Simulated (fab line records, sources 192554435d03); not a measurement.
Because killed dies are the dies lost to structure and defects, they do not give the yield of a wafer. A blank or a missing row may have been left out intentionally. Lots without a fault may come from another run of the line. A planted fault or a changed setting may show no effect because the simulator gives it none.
Split-lot trial + flow n5-finfet + on a route of 1938 steps: 7 lots, 20 wafers read

== ON THE SPLIT ==
At N5_ZERO_LAYER_EXPOSE_08 (exposes mask ZERO, defocus 0 nm, target cd 2000 nm), the setting dose-mj was moved away from the recipe's 16.2 on 5 of the 20 wafers read, by -5.4% to +6.0%. This setting was run at the recipe's value on the other wafers.

== FROM THE SPLIT TO THE READING: what the file shows between them, 3 steps ==
- N5_ZERO_LAYER_PEB_09
- N5_ZERO_LAYER_DEVELOP_10: develop time 60 s
- N5_ZERO_LAYER_HARDBAKE_23: time 120 s

== THE READING ==
ZERO_LAYER.cd-nm (the simulator's own value, which no gauge read), in nm, at N5_ZERO_LAYER_DESCUM_16 (chemistry O2, time 7.9 s). The file does not state a usual value for it. Across the 15 wafers here that went through the recipe, the average is 2002 nm and the standard deviation 1.7 nm.

| wafer  | tool, chamber at the split | dose-mj as run | against the recipe | ZERO_LAYER.cd-nm, nm | against lot-mates on the recipe |
|--------|----------------------------|----------------|--------------------|----------------------|---------------------------------|
| L074.3 | krf-scanner-01, 0          | 17.17          | +6.0%              | 2012                 | +10                             |
| L074.5 | krf-scanner-01, 0          | 17.17          | +6.0%              | 2012                 | +10                             |
| L074.6 | krf-scanner-01, 0          | 16.2           | recipe             | 2002                 | -                               |
| L076.2 | krf-scanner-01, 0          | 16.2           | recipe             | 1999                 | -                               |
| L076.3 | krf-scanner-01, 0          | 16.2           | recipe             | 2005                 | -                               |
| L076.4 | krf-scanner-01, 0          | 16.2           | recipe             | 2002                 | -                               |
| L079.1 | krf-scanner-02, 0          | 16.2           | recipe             | 2002                 | -                               |
| L079.4 | krf-scanner-02, 0          | 16.2           | recipe             | 2001                 | -                               |
| L079.6 | krf-scanner-02, 0          | 16.2           | recipe             | 2004                 | -                               |
| L083.5 | krf-scanner-01, 0          | 16.2           | recipe             | 2002                 | -                               |
| L083.6 | krf-scanner-01, 0          | 16.2           | recipe             | 2002                 | -                               |
| L088.1 | krf-scanner-01, 0          | 16.2           | recipe             | 2003                 | -                               |
| L088.3 | krf-scanner-01, 0          | 16.2           | recipe             | 2000                 | -                               |
| L088.5 | krf-scanner-01, 0          | 16.55          | +2.2%              | 2007                 | +6                              |
| L092.2 | krf-scanner-02, 0          | 16.2           | recipe             | 2001                 | -                               |
| L092.6 | krf-scanner-02, 0          | 16.2           | recipe             | 2001                 | -                               |
| L092.5 | krf-scanner-02, 0          | 16.2           | recipe             | 2004                 | -                               |
| L095.1 | krf-scanner-01, 0          | 15.32          | -5.4%              | 1989                 | -10                             |
| L095.4 | krf-scanner-01, 0          | 15.32          | -5.4%              | 1993                 | -6                              |
| L095.5 | krf-scanner-01, 0          | 16.2           | recipe             | 1999                 | -                               |

FIT RESULTS
A straight line over all 20 wafers: ZERO_LAYER.cd-nm changes by +1.85 nm for each +1% of dose-mj; r = +0.95; the points scatter about the line by 1.7 nm.
The same after taking each lot's own level away (the mean of its wafers on the recipe; 20 wafers): +1.61 nm for each +1%; r = +0.94; scatter 1.6 nm.
Per that fit: largest dose-mj move, reading shift of 9.6 nm.
From 1999.0 to 2002.3 nm: that is the span of the lots' own levels, equal to 2.0 times the standard deviation above.
Hence the slope depends on the lot-to-lot level, as the two fits are not the same.
Check: +9.78 nm against its lot-mates is what the line predicts for one of the wafers moved furthest among these (+6.0%) when that wafer is left out of the fit. It came out at +10 nm against them.

== ADDITIONAL SPLITS CARRIED BY THESE WAFERS ==
Note: prior to the reading, these wafers also went through further splits. Each is held against what the fit with the lots' levels taken away leaves over:
| other split on the same wafers | wafers away from the commonest value | r with ZERO_LAYER.cd-nm (lot level and that fit taken away) |
|--------------------------------|--------------------------------------|-------------------------------------------------------------|
| N5_ZERO_LAYER_PECVD_02 time-s  | 8                                    | +0.04                                                       |

== FILE'S OWN FIT ==
ZERO_LAYER.cd-nm changes by +1.65 nm for each +1% of dose-mj, r = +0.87.
